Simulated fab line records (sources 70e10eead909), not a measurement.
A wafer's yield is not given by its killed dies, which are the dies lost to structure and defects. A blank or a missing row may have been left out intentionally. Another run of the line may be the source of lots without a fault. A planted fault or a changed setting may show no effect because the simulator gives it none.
What tool caused it?	flow nandHarc	Sampling: 24 lots, 72 wafers, 4 of 1302 route steps

== WHAT THE GAUGES SHOWED, per wafer ==
NHARC_P_M0_THK_MEAS_24: measures by xrf.
lot	measured	on	thkNm (nm)
L074	day 6 00:32	filmMetro-01	116.0 113.9 117.3
L075	day 6 12:32	filmMetro-02	117.2 116.8 118.2
L076	day 7 10:04	filmMetro-01	116.5 115.8 117.0
L077	day 7 15:13	filmMetro-02	116.3 115.3 117.6
L078	day 7 18:56	filmMetro-02	114.6 114.6 116.5
L079	day 8 10:32	filmMetro-02	120.6 118.9 119.2
L080	day 8 21:05	filmMetro-02	118.3 119.6 117.9
L081	day 8 23:19	filmMetro-02	117.6 117.9 116.7
L083	day 9 17:28	filmMetro-01	118.3 117.0 115.2
L082	day 9 18:22	filmMetro-02	119.1 118.3 121.8
L084	day 10 06:16	filmMetro-02	118.8 119.5 118.6
L085	day 10 22:59	filmMetro-02	118.1 117.1 118.8
L086	day 11 03:32	filmMetro-02	118.4 116.8 119.1
L088	day 12 05:23	filmMetro-02	115.8 115.5 118.2
L087	day 12 05:59	filmMetro-02	118.2 116.3 118.3
L089	day 12 12:32	filmMetro-02	118.4 116.7 116.6
L090	day 12 20:11	filmMetro-01	119.2 116.7 118.6
L091	day 13 07:27	filmMetro-02	120.7 119.2 115.4
L092	day 13 11:57	filmMetro-02	115.3 115.2 116.4
L093	day 14 07:48	filmMetro-02	117.1 120.6 119.6
L094	day 14 14:20	filmMetro-02	115.8 115.0 119.3
L095	day 15 05:25	filmMetro-02	116.5 117.2 117.0
L096	day 15 07:59	filmMetro-02	116.4 115.6 116.4
L097	day 15 16:31	filmMetro-01	118.8 118.3 117.2

NHARC_P_M2_CD_MEAS_09: target cd 170 nm.
lot	measured	on	cdNm (nm)
L074	day 6 06:07	cdSem-03	170.2 169.9 170.2
L075	day 6 18:08	cdSem-02	169.7 169.5 169.0
L076	day 7 15:33	cdSem-02	168.8 169.8 169.6
L077	day 7 20:54	cdSem-03	169.3 170.2 169.6
L078	day 8 00:39	cdSem-01	169.2 169.7 169.0
L079	day 8 16:13	cdSem-01	169.1 169.8 170.1
L080	day 9 02:40	cdSem-03	169.7 168.8 169.1
L081	day 9 05:07	cdSem-02	169.5 168.9 169.3
L083	day 9 23:16	cdSem-01	169.7 168.9 169.2
L082	day 10 00:16	cdSem-02	170.1 170.3 170.5
L084	day 10 12:01	cdSem-03	169.5 169.3 169.2
L085	day 11 04:38	cdSem-01	170.1 169.2 169.5
L086	day 11 09:17	cdSem-03	169.4 169.6 169.4
L088	day 12 11:06	cdSem-02	170.4 169.3 169.1
L087	day 12 11:41	cdSem-02	169.3 169.7 169.1
L089	day 12 18:19	cdSem-03	169.7 169.7 168.9
L090	day 13 02:16	cdSem-03	169.2 169.6 170.3
L091	day 13 13:13	cdSem-02	169.3 169.6 169.3
L092	day 13 17:38	cdSem-02	169.4 170.1 169.4
L093	day 14 13:41	cdSem-01	170.3 170.2 169.7
L094	day 14 20:19	cdSem-03	169.9 170.4 170.2
L095	day 15 11:17	cdSem-02	170.2 170.5 169.5
L096	day 15 14:19	cdSem-03	169.6 169.7 170.6
L097	day 15 22:14	cdSem-02	170.1 169.8 170.4

== WHICH TOOL RAN EACH LOT (tool, then ch and the chambers of the sampled wafers, then the start) ==
lot	NHARC_P_M1_ETCH_35	NHARC_P_M1_PVD_21
L074	rieDiel-11 ch 1,2,3, day 6 02:22	pvdSputter-02, day 6 06:07 or earlier
L075	rieDiel-11 ch 0,2,3, day 6 14:14	pvdSputter-02, day 6 18:08 or earlier
L076	rieDiel-11 ch 1,2,3, day 7 11:47	pvdSputter-01, day 7 15:33 or earlier
L077	rieDiel-01 ch 0,1,2, day 7 17:01	pvdSputter-03, day 7 20:54 or earlier
L078	rieDiel-01 ch 0,1,3, day 7 20:38	pvdSputter-03, day 8 00:39 or earlier
L079	rieDiel-11 ch 1,2,3, day 8 12:22	pvdSputter-01, day 8 16:13 or earlier
L080	rieDiel-11 ch 2,3, day 8 22:55	pvdSputter-01, day 9 02:40 or earlier
L081	rieDiel-05 ch 0,1, day 9 01:12	pvdSputter-01, day 9 05:07 or earlier
L083	rieDiel-11 ch 2,3, day 9 19:17	pvdSputter-03, day 9 23:16 or earlier
L082	rieDiel-11 ch 1,3, day 9 20:11	pvdSputter-01, day 10 00:16 or earlier
L084	rieDiel-01 ch 0,2,3, day 10 08:08	pvdSputter-02, day 10 12:01 or earlier
L085	rieDiel-05 ch 2,3, day 11 00:52	pvdSputter-02, day 11 04:38 or earlier
L086	rieDiel-01 ch 0,1,2, day 11 05:13	pvdSputter-02, day 11 09:17 or earlier
L088	rieDiel-11 ch 0,1,3, day 12 07:13	pvdSputter-02, day 12 11:06 or earlier
L087	rieDiel-11 ch 0,2,3, day 12 07:48	pvdSputter-03, day 12 11:41 or earlier
L089	rieDiel-11 ch 0,2,3, day 12 14:20	pvdSputter-03, day 12 18:19 or earlier
L090	rieDiel-01 ch 0,2, day 12 22:21	pvdSputter-03, day 13 02:16 or earlier
L091	rieDiel-01 ch 0,1,3, day 13 09:17	pvdSputter-02, day 13 13:13 or earlier
L092	rieDiel-01 ch 0,1,2, day 13 13:45	pvdSputter-01, day 13 17:38 or earlier
L093	rieDiel-01 ch 0,1, day 14 09:36	pvdSputter-02, day 14 13:41 or earlier
L094	rieDiel-01 ch 0,3, day 14 16:10	pvdSputter-01, day 14 20:19 or earlier
L095	rieDiel-11 ch 0,2,3, day 15 07:23	pvdSputter-01, day 15 11:17 or earlier
L096	rieDiel-01 ch 1,2, day 15 09:49	pvdSputter-02, day 15 14:19 or earlier
L097	rieDiel-01 ch 1,3, day 15 18:21	pvdSputter-01, day 15 22:14 or earlier
- NHARC_P_M1_ETCH_35: etches the open film in N2/H2, target depth 40 nm, overetch 12 nm, time 43.94 s.
- NHARC_P_M1_PVD_21: deposits Cu, target thk 30 nm, time 20.49 s.

== WHAT THE TOOLS THEMSELVES READ (means of the sampled wafers that have a number; where no wafer has one, the mark that the record gives instead) ==
NHARC_P_M1_ETCH_35.
lot	tool	chamberPressureMTorr (mTorr)	drypumpMotorCurrentA (A)	oesProductAu (a.u.)	rfFwdPowerW (W)	rfVppV (V)	showerheadPlenumPTorr (Torr)	throttleValvePct (%)
L074	rieDiel-11	30.031	5.49	0.994	397.4	431.7	2.08	14.165
L075	rieDiel-11	30.015	5.44	1.003	396.5	430.3	2.03	14.169
L076	rieDiel-11	30.000	5.46	1.003	396.5	431.2	2.08	14.164
L077	rieDiel-01	30.029	5.50	1.009	394.9	432.2	2.08	14.167
L078	rieDiel-01	30.010	5.64	0.991	396.1	430.6	2.05	14.171
L079	rieDiel-11	30.022	5.49	1.002	397.3	431.5	2.08	14.184
L080	rieDiel-11	30.008	5.24	1.013	395.5	431.3	2.07	14.169
L081	rieDiel-05	29.999	6.01	0.992	396.1	429.8	2.01	14.174
L083	rieDiel-11	30.016	5.28	1.008	396.8	430.9	2.07	14.160
L082	rieDiel-11	29.993	5.57	0.997	393.9	430.6	2.07	14.176
L084	rieDiel-01	30.030	5.72	1.008	396.2	431.1	2.07	14.173
L085	rieDiel-05	29.984	6.22	0.984	397.2	427.0	1.94	14.170
L086	rieDiel-01	30.016	5.50	1.001	394.7	431.1	2.08	14.172
L088	rieDiel-11	29.995	5.65	0.999	396.4	430.9	2.05	14.175
L087	rieDiel-11	30.019	5.44	0.997	396.9	429.8	2.03	14.169
L089	rieDiel-11	30.002	5.43	0.998	395.4	430.1	2.03	14.177
L090	rieDiel-01	29.985	5.71	1.004	394.6	432.8	2.13	14.174
L091	rieDiel-01	29.995	5.64	0.997	396.0	430.7	2.05	14.171
L092	rieDiel-01	30.015	5.51	0.992	395.7	431.8	2.08	14.176
L093	rieDiel-01	30.009	5.43	0.988	396.5	431.1	2.06	14.179
L094	rieDiel-01	30.021	5.85	1.008	394.6	430.4	2.04	14.169
L095	rieDiel-11	29.993	5.43	0.988	397.3	430.5	2.02	14.177
L096	rieDiel-01	29.997	5.31	0.998	395.6	430.4	2.02	14.161
L097	rieDiel-01	30.004	5.66	0.987	397.0	428.0	1.97	14.181

NHARC_P_M1_PVD_21.
lot	tool	throttleValvePct (%)
L074	pvdSputter-02	31.4
L075	pvdSputter-02	31.4
L076	pvdSputter-01	30.3
L077	pvdSputter-03	29.6
L078	pvdSputter-03	30.6
L079	pvdSputter-01	30.2
L080	pvdSputter-01	31.4
L081	pvdSputter-01	30.2
L083	pvdSputter-03	29.9
L082	pvdSputter-01	30.1
L084	pvdSputter-02	31.0
L085	pvdSputter-02	31.2
L086	pvdSputter-02	31.4
L088	pvdSputter-02	31.3
L087	pvdSputter-03	29.8
L089	pvdSputter-03	30.1
L090	pvdSputter-03	30.1
L091	pvdSputter-02	31.4
L092	pvdSputter-01	29.9
L093	pvdSputter-02	30.7
L094	pvdSputter-01	30.0
L095	pvdSputter-01	30.0
L096	pvdSputter-02	31.0
L097	pvdSputter-01	29.9

== THE ANSWER, worked out from the rows above alone ==
Rule: the lots themselves supply what counts as usual. Put in order of their means at a reading, lots are off if they are a third of the lots or fewer, leave a main group of 4 or more, and stand apart from it by a gap of 3 or more times the standard deviation of the main group's means; of several such gaps the widest counts. A main group is skipped when, at the precision printed for the reading in the tables above, its means are all equal. A lot without any number at a reading at which 4 lots or more have one is off too. Any other lot the step has rows for is counted as sound. Order of review: gauges by route order, followed by the tools' own readings, for which a lot's mean as printed above is used. At the first step where some lot is off, the reading lying furthest off is the one used; lots without a number count as furthest.
Across all readings shown, no lot is off: no conclusion can be drawn from this.

== WHAT HAD BEEN PUT IN BY THE SIMULATOR ==
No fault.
